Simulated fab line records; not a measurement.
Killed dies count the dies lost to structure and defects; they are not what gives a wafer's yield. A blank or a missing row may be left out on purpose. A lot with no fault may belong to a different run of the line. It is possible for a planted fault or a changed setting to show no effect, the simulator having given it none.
Split-lot experiment + flow n5-finfet + on a route of 1938 steps: 7 lots, 39 wafers read

## ON THE SPLIT
At N5_BEOL_M11_PECVD_70 (deposits SiO2 from TEOS/O2, target thk 20 nm, time 22.7 s), the setting time-s was moved away from the recipe's 22.7 s on 12 of the 39 wafers read, by +18.1% to +54.3%. For the rest of the wafers, this setting stayed at what the recipe calls for.

## FROM THE SPLIT TO THE READING: what the file shows between them, 4 steps
- N5_BEOL_M11_HM_DEP_02: deposits TiN, target thk 20 nm
- N5_BEOL_M11_COAT_59: time 60 s, resist thk 100 nm
- N5_BEOL_M11_ECD_50: material Cu, target thk 318 nm
- N5_BEOL_M11_ANNEAL_51: time 90 s

## THE READING
barrier-field-endpoint-s, in s, at N5_BEOL_M11_CMP_52 (polishes, stops on SiCOH lowk, t overpolish 7 s, target thk 140 nm). On this fab line, fault-free wafers typically give 29.2 s with a standard deviation of 0.7 s.

| wafer  | tool, chamber at the split | time-s as run, s | against the recipe | barrier-field-endpoint-s, s | against lot-mates on the recipe |
|--------|----------------------------|------------------|--------------------|-----------------------------|---------------------------------|
| L079.1 | pecvd-03, 1                | 22.7             | recipe             | 30.1                        | -                               |
| L079.2 | pecvd-03, 0                | 26.8             | +18.1%             | 33.7                        | +3.8                            |
| L079.4 | pecvd-03, 2                | 26.8             | +18.1%             | 35.6                        | +5.7                            |
| L079.3 | pecvd-03, 2                | 22.7             | recipe             | 29.1                        | -                               |
| L079.6 | pecvd-03, 0                | 22.7             | recipe             | 30.4                        | -                               |
| L079.5 | pecvd-03, 1                | 26.8             | +18.1%             | 34.7                        | +4.8                            |
| L080.1 | pecvd-04, 0,2              | 22.7             | recipe             | 29.2                        | -                               |
| L080.3 | pecvd-04, 0,2              | 22.7             | recipe             | 29.8                        | -                               |
| L080.4 | pecvd-04, 1,0              | 33.09            | +45.8%             | 42.0                        | +12.7                           |
| L080.2 | pecvd-04, 1                | 22.7             | recipe             | 29.0                        | -                               |
| L080.5 | pecvd-04, 1,0              | 33.09            | +45.8%             | 40.2                        | +10.9                           |
| L080.6 | pecvd-04, 2                | 33.09            | +45.8%             | 41.0                        | +11.7                           |
| L081.1 | pecvd-03, 1                | 35.03            | +54.3%             | 42.0                        | +13.0                           |
| L081.4 | pecvd-03, 2,0              | 22.7             | recipe             | 28.7                        | -                               |
| L081.2 | pecvd-03, 2                | 22.7             | recipe             | 29.1                        | -                               |
| L081.3 | pecvd-03, 0                | 35.03            | +54.3%             | 41.6                        | +12.6                           |
| L081.6 | pecvd-03, 1                | 35.03            | +54.3%             | 43.6                        | +14.6                           |
| L081.5 | pecvd-03, 2,0              | 22.7             | recipe             | 29.1                        | -                               |
| L083.3 | pecvd-04, 0,1              | 22.7             | recipe             | 30.4                        | -                               |
| L083.2 | pecvd-04, 2                | 22.7             | recipe             | 30.0                        | -                               |
| L083.1 | pecvd-04, 0,1              | 22.7             | recipe             | 29.2                        | -                               |
| L083.4 | pecvd-04, 0                | 22.7             | recipe             | 30.4                        | -                               |
| L083.5 | pecvd-04, 2,1              | 22.7             | recipe             | 30.7                        | -                               |
| L083.6 | pecvd-04, 2,1              | 22.7             | recipe             | 29.9                        | -                               |
| L085.3 | pecvd-01, 1                | 22.7             | recipe             | 28.6                        | -                               |
| L085.4 | pecvd-01, 1                | 28.83            | +27.0%             | 35.9                        | +6.6                            |
| L085.2 | pecvd-01, 0                | 28.83            | +27.0%             | 34.6                        | +5.3                            |
| L085.1 | pecvd-01, 2,0              | 22.7             | recipe             | 29.5                        | -                               |
| L085.6 | pecvd-01, 2                | 28.83            | +27.0%             | 36.2                        | +6.9                            |
| L085.5 | pecvd-01, 2,0              | 22.7             | recipe             | 29.8                        | -                               |
| L089.2 | pecvd-04, 2,0              | 22.7             | recipe             | 29.5                        | -                               |
| L089.1 | pecvd-04, 1                | 22.7             | recipe             | 28.5                        | -                               |
| L089.4 | pecvd-04, 2,1              | 22.7             | recipe             | 28.2                        | -                               |
| L089.3 | pecvd-04, 2,0              | 22.7             | recipe             | 28.8                        | -                               |
| L089.5 | pecvd-04, 0                | 22.7             | recipe             | 29.7                        | -                               |
| L089.6 | pecvd-04, 2,1              | 22.7             | recipe             | 29.6                        | -                               |
| L093.3 | pecvd-04, 1,0              | 22.7             | recipe             | 28.1                        | -                               |
| L093.2 | pecvd-04, 1,0              | 22.7             | recipe             | 28.4                        | -                               |
| L093.6 | pecvd-04, 2                | 22.7             | recipe             | 29.4                        | -                               |
The file does not say which wafer passed through which chamber wherever a row lists several chambers: such a row stands for several wafers.

FIT RESULTS
A straight line over all 39 wafers: barrier-field-endpoint-s changes by +0.246 s for each +1% of time-s; r = +0.99; the points scatter about the line by 0.8 s.
The same after taking each lot's own level away (the mean of its wafers on the recipe; 39 wafers): +0.25 s for each +1%; r = +0.99; scatter 0.63 s.
The reading moves by 14 s for the largest change in time-s, on that fit.
Across the lots, their own levels run from 28.63 to 30.10 s, a range of 2.1 times the standard deviation given above.
The two slopes are in agreement: the lot-to-lot level therefore moves the slope only a little.
Check: with one of the wafers moved furthest among these (+54.3%) left out of the fit, the line predicts +13.7 s for it against its lot-mates. Against them it came out at +13 s.

## ADDITIONAL SPLITS CARRIED BY THESE WAFERS
Note: prior to the reading, these wafers also went through further splits. Each is held against what the fit with the lots' levels taken away leaves over:
| other split on the same wafers        | wafers away from the commonest value | r with barrier-field-endpoint-s (lot level and that fit taken away) |
|---------------------------------------|--------------------------------------|---------------------------------------------------------------------|
| N5_FIN_SAQP_PECVD_06 time-s           | 18                                   | +0.09                                                               |
| N5_SPACER0_ALD_07 target-thk-a        | 9                                    | +0.02                                                               |
| N5_SDB_ALD_29 ald-cycles              | 12                                   | -0.27                                                               |
| N5_GATE_CUT_ETCH_58 time-s            | 6                                    | +0.22                                                               |
| N5_BEOL_M0_SAQP_ILD_DEP_01 time-s     | 9                                    | -0.03                                                               |
| N5_BEOL_M9_VIA_ETCH_34 target-depth-a | 12                                   | -0.18                                                               |

## THE WHOLE CHAIN: every reading that the file lists as answering this split, in the file's order
| step                 | what it does                                                       | reading                                                                           | change (the file's fit)               | r (the file's) |
|----------------------|--------------------------------------------------------------------|-----------------------------------------------------------------------------------|---------------------------------------|----------------|
| N5_BEOL_M11_PECVD_70 | deposits SiO2 from TEOS/O2, target thk 20 nm, time 22.7 s          | SiO2_of_BEOL_M11_PECVD_70.thk-nm (the simulator's own value, which no gauge read) | +0.195 nm for each +1% of the setting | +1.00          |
| N5_BEOL_M11_CMP_52   | polishes, stops on SiCOH lowk, t overpolish 7 s, target thk 140 nm | barrier-field-endpoint-s                                                          | +0.249 s for each +1% of the setting  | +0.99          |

## FILE'S OWN FIT
barrier-field-endpoint-s changes by +0.249 s for each +1% of time-s, r = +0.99.
